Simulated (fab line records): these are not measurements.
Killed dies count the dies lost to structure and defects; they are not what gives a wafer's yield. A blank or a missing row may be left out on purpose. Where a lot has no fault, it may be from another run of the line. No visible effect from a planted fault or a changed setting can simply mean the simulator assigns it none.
Which tool did it? -- flow n5 finfet -- 24 lots with 72 wafers sampled at 6 steps, on a route of 1938 steps

== WHAT EACH GAUGE READ, for each wafer ==
N5_ILD0_THK_MEAS_04. Usual: thk nm reads 196.3 nm (standard deviation 1.7).
lot,measured,on,thk nm (nm),flag
L074,day 3 21:26,film metro-01,197.7 194.6 198.2,
L075,day 3 21:47,film metro-02,198.3 196.9 195.5,
L076,day 3 23:37,film metro-02,196.1 196.6 196.5,
L077,day 4 05:44,film metro-01,196.6 198.9 197.9,
L078,day 4 14:04,film metro-01,197.0 197.0 196.6,
L079,day 4 20:02,film metro-02,198.9 196.2 196.1,
L080,day 5 05:17,film metro-01,197.7 199.1 198.5,
L081,day 5 13:43,film metro-01,195.8 195.9 196.1,
L082,day 5 16:02,film metro-02,195.8 198.1 195.2,
L083,day 5 23:33,film metro-01,199.1 196.9 196.3,
L084,day 6 08:38,film metro-02,195.6 196.1 197.2,
L085,day 6 14:49,film metro-01,194.5 196.3 195.5,
L086,day 6 18:30,film metro-01,197.0 194.2 193.9,
L087,day 6 21:23,film metro-02,195.5 193.2 198.1,
L088,day 7 01:46,film metro-02,196.8 194.7 196.1,
L089,day 7 08:28,film metro-02,194.2 198.2 196.9,
L090,day 7 14:04,film metro-02,194.9 195.2 197.2,
L091,day 7 18:52,film metro-01,198.8 193.5 197.6,
L092,day 8 01:08,film metro-02,193.0 196.2 190.0,
L093,day 8 06:56,film metro-02,195.9 195.5 195.2,
L094,day 8 16:31,film metro-02,199.0 198.2 197.8,
L095,day 8 23:51,film metro-02,196.5 193.6 194.0,
L096,day 9 01:01,film metro-02,192.3 196.7 191.8,
L097,day 9 09:55,film metro-02,198.1 199.7 197.2,

N5_SDB_OVL_MEAS_12. Usual: SDB_OVL gives -0.2 nm (standard deviation 0.79).
lot,measured,on,SDB_OVL (nm),flag
L074,day 4 01:31,overlay-02,-0.2 0.0 -0.5,
L075,day 4 01:52,overlay-02,-0.1 0.5 0.3,
L076,day 4 03:49,overlay-01,0.8 0.7 0.4,
L077,day 4 09:53,overlay-02,-1.3 -0.8 -1.1,
L078,day 4 18:14,overlay-02,0.4 0.4 0.4,
L079,day 5 00:19,overlay-01,-0.5 0.1 -0.8,
L080,day 5 09:22,overlay-01,-0.6 -0.3 0.7,
L081,day 5 17:52,overlay-02,-0.9 -0.3 -0.5,
L082,day 5 20:09,overlay-02,0.8 -0.9 -0.2,
L083,day 6 03:38,overlay-02,-0.2 0.3 -0.5,
L084,day 6 12:43,overlay-02,-0.1 0.8 -0.7,
L085,day 6 19:07,overlay-01,0.9 1.3 0.7,
L086,day 6 22:35,overlay-01,0.7 0.6 -1.0,
L087,day 7 01:28,overlay-01,-0.8 -1.2 -0.5,
L088,day 7 05:50,overlay-01,1.1 -0.5 -0.9,
L089,day 7 12:34,overlay-01,-2.4 -1.4 -0.4,
L090,day 7 18:03,overlay-01,-1.1 -1.4 0.0,
L091,day 7 22:50,overlay-02,-0.9 -0.3 -0.3,
L092,day 8 05:13,overlay-01,-1.2 -0.1 0.7,
L093,day 8 11:11,overlay-02,-1.2 -0.2 -0.8,
L094,day 8 20:38,overlay-02,-0.7 0.5 2.0,
L095,day 9 03:56,overlay-02,-0.4 -0.5 -0.5,
L096,day 9 05:07,overlay-01,0.5 -0.3 1.6,
L097,day 9 14:14,overlay-02,-0.2 -1.1 0.2,

N5_SDB_THK_MEAS_31. Usual: SDB_THK gives 63.5 nm (standard deviation 1.2).
lot,measured,on,SDB_THK (nm),flag
L074,day 4 05:39,film metro-02,61.4 63.6 61.5,
L075,day 4 05:49,film metro-02,65.0 63.2 63.6,
L076,day 4 07:42,film metro-02,63.3 65.1 62.1,
L077,day 4 13:46,film metro-02,61.4 62.9 61.8,
L078,day 5 01:28,film metro-01,64.2 65.9 64.5,
L079,day 5 05:25,film metro-02,64.0 64.7 62.8,
L080,day 5 13:25,film metro-01,62.9 63.0 63.6,
L081,day 5 22:55,film metro-01,64.1 64.6 63.6,
L082,day 6 00:49,film metro-02,64.2 63.1 64.8,
L083,day 6 07:31,film metro-02,63.1 65.1 65.0,
L084,day 6 17:07,film metro-01,64.7 62.6 63.3,
L085,day 6 23:37,film metro-02,62.7 64.5 63.9,
L086,day 7 02:46,film metro-01,63.9 65.3 61.9,
L087,day 7 06:29,film metro-02,64.9 63.4 62.9,
L088,day 7 10:15,film metro-01,63.5 63.0 63.1,
L089,day 7 16:30,film metro-02,64.8 61.8 61.6,
L090,day 7 22:47,film metro-02,64.1 62.5 61.2,
L091,day 8 02:43,film metro-01,63.3 65.1 61.6,
L092,day 8 09:07,film metro-02,63.1 62.4 65.1,
L093,day 8 16:41,film metro-01,63.2 63.1 65.0,
L094,day 9 00:40,film metro-01,62.2 64.7 64.0,
L095,day 9 08:16,film metro-02,64.4 63.8 63.0,
L096,day 9 09:16,film metro-01,60.6 63.2 62.0,
L097,day 9 20:14,film metro-01,62.5 64.1 63.9,

N5_SDB_INSPECT_36: inspects for defects (darkfield). Usual: raw defect count reads 40 (standard deviation 15).
lot,measured,on,raw defect count,flag
L074,day 4 05:41,defect inspect-01,31 49 55,
L075,day 4 05:51,defect inspect-01,70 49 55,
L076,day 4 07:44,defect inspect-02,39 61 47,
L077,day 4 13:47,defect inspect-02,24 26 21,
L078,day 5 01:29,defect inspect-02,65 33 42,
L079,day 5 05:26,defect inspect-01,28 32 42,
L080,day 5 13:27,defect inspect-01,52 26 43,
L081,day 5 22:57,defect inspect-01,60 39 36,
L082,day 6 00:51,defect inspect-02,24 20 18,
L083,day 6 07:33,defect inspect-02,14 24 59,
L084,day 6 17:09,defect inspect-02,59 51 53,
L085,day 6 23:38,defect inspect-02,40 54 39,
L086,day 7 02:47,defect inspect-01,26 29 38,
L087,day 7 06:31,defect inspect-01,42 27 25,
L088,day 7 10:16,defect inspect-02,12 16 26,
L089,day 7 16:32,defect inspect-02,46 33 35,
L090,day 7 22:49,defect inspect-02,29 36 59,
L091,day 8 02:45,defect inspect-01,67 65 28,
L092,day 8 09:08,defect inspect-02,60 50 73,
L093,day 8 16:42,defect inspect-02,42 91 41,
L094,day 9 00:42,defect inspect-02,36 51 34,
L095,day 9 08:17,defect inspect-01,27 25 39,
L096,day 9 09:17,defect inspect-01,39 50 41,
L097,day 9 20:15,defect inspect-02,24 30 21,

N5_DUMMY_REMOVAL_INSPECT_06: inspects for defects (brightfield). Usual: raw defect count reads 13 (standard deviation 5.7).
lot,measured,on,raw defect count,flag
L074,day 4 05:55,defect inspect-02,15 16 11,
L075,day 4 06:05,defect inspect-02,10 4 12,
L076,day 4 07:58,defect inspect-01,7 12 10,
L077,day 4 14:01,defect inspect-01,16 16 25,
L078,day 5 01:43,defect inspect-01,12 13 14,
L079,day 5 05:44,defect inspect-01,11 16 24,
L080,day 5 13:41,defect inspect-02,21 6 11,
L081,day 5 23:11,defect inspect-01,12 9 12,
L082,day 6 01:08,defect inspect-01,15 10 8,
L083,day 6 07:47,defect inspect-01,6 8 8,
L084,day 6 17:23,defect inspect-02,16 11 13,
L085,day 6 23:52,defect inspect-01,10 6 14,
L086,day 7 03:07,defect inspect-01,17 24 23,
L087,day 7 06:45,defect inspect-01,10 12 5,
L088,day 7 10:31,defect inspect-02,21 22 17,
L089,day 7 16:49,defect inspect-02,16 20 9,
L090,day 7 23:02,defect inspect-01,15 27 21,
L091,day 8 03:08,defect inspect-02,12 5 7,
L092,day 8 09:23,defect inspect-01,27 6 13,
L093,day 8 17:02,defect inspect-02,14 11 16,
L094,day 9 01:02,defect inspect-01,13 10 4,
L095,day 9 08:31,defect inspect-01,15 21 10,
L096,day 9 09:31,defect inspect-01,14 14 16,
L097,day 9 20:29,defect inspect-01,13 21 11,

N5_HKMG_FIN_INSPECT_61: inspects for defects (macro). Usual: raw defect count reads 2.2 (standard deviation 1.5).
lot,measured,on,raw defect count,flag
L074,day 4 07:21,defect inspect-01,1 1 3,
L075,day 4 07:31,defect inspect-01,2 3 2,
L076,day 4 09:13,defect inspect-02,1 5 1,
L077,day 4 15:17,defect inspect-02,3 2 4,
L078,day 5 03:05,defect inspect-02,4 1 1,
L079,day 5 07:16,defect inspect-02,3 1 1,
L080,day 5 14:58,defect inspect-02,5 1 1,
L081,day 6 00:44,defect inspect-01,4 3 4,
L082,day 6 02:38,defect inspect-01,1 2 3,
L083,day 6 09:08,defect inspect-02,0 2 3,
L084,day 6 18:44,defect inspect-01,2 1 4,
L085,day 7 01:21,defect inspect-01,2 2 0,
L086,day 7 04:26,defect inspect-01,3 3 3,
L087,day 7 07:59,defect inspect-02,0 2 1,
L088,day 7 11:46,defect inspect-01,5 3 4,
L089,day 7 18:10,defect inspect-01,2 2 2,
L090,day 8 00:25,defect inspect-01,0 0 2,
L091,day 8 04:40,defect inspect-01,3 4 3,
L092,day 8 10:44,defect inspect-02,4 2 2,
L093,day 8 18:16,defect inspect-02,3 2 1,
L094,day 9 02:29,defect inspect-01,4 0 5,
L095,day 9 09:45,defect inspect-02,3 1 2,
L096,day 9 10:58,defect inspect-01,3 1 1,
L097,day 9 22:02,defect inspect-02,6 5 2,

== TOOL THAT RAN EACH LOT (tool first, then ch and the chambers of the sampled wafers, then the start) ==
There is no process step in the record ahead of these readings.

== WHAT THE TOOLS THEMSELVES READ (means of the sampled wafers that have a number; where no wafer has one, the mark that the record gives instead) ==
The record holds no such reading with a usual standard deviation.

== THE ANSWER, worked out from the rows above alone ==
Rule: a lot counts as off when the mean over its wafers that have a number is more than 3 standard deviations away from the usual mean. Also off: a lot with no number at a reading for which 4 or more lots have one. Where the step has rows for the other lots, those lots are counted as sound. The gauges are gone through in route order, then the tools' own readings, and for those a lot's mean is taken as printed above. At the first step where some lot is off, the reading lying furthest off is the one used; lots without a number count as furthest.
Across all readings shown, no lot is off: no conclusion can be drawn from this.

== WHAT WAS PUT IN BY THE SIMULATOR ==
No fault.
